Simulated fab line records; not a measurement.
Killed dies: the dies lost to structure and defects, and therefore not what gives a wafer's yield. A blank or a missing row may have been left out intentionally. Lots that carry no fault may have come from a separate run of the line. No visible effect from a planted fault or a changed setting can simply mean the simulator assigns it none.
Matching of chambers | flow nand-harc | pecvd-03 running NHARC_P_M0_PRE_CLEAN_31: 3 sister chambers
The step time 12 s. 6 wafers are shown with their chamber, then 7 later ones without.

WAFERS PAIRED WITH THEIR CHAMBERS
wafer  | chamber | heater-power-w (W)
L701.1 | 1       | 608
L701.4 | 2       | 640
L702.4 | 1       | 632
L702.6 | 0       | 708
L703.1 | 2       | 639
L703.3 | 0       | 673

WAFERS MISSING THEIR CHAMBER
wafer  | heater-power-w (W)
L703.4 | 668
L704.3 | 723
L704.5 | 716
L704.6 | 721
L707.4 | 697
L707.5 | 573
L707.6 | 751

WHICH CHAMBER EACH WENT THROUGH
wafer  | from the rows above          | in truth
L703.4 | can't be placed: 0 or 2 or 1 | 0
L704.3 | 0                            | 0
L704.5 | 0                            | 0
L704.6 | 0                            | 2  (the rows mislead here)
L707.4 | 0                            | 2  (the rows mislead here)
L707.5 | can't be placed: 1 or 2      | 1
L707.6 | 0                            | 0
Placed correctly: 3 of 7. Not placeable from these rows: 2 (in 2, the candidates include the true chamber). Placed wrongly: 2.
How it was worked out, from the rows above alone: a wafer's distance from a chamber is the root of the sum, over the readings, of the square of ((its reading less the chamber's mean) divided by the reading's scatter). The wafer belongs to the nearest chamber; if the next one is less than 2 further off, it can't be placed. A chamber's mean is the mean of its shown wafers. The scatter: take each reading less its chamber's mean, square it, sum over the shown wafers, divide by the number of wafers less the number of chambers, and take the root.
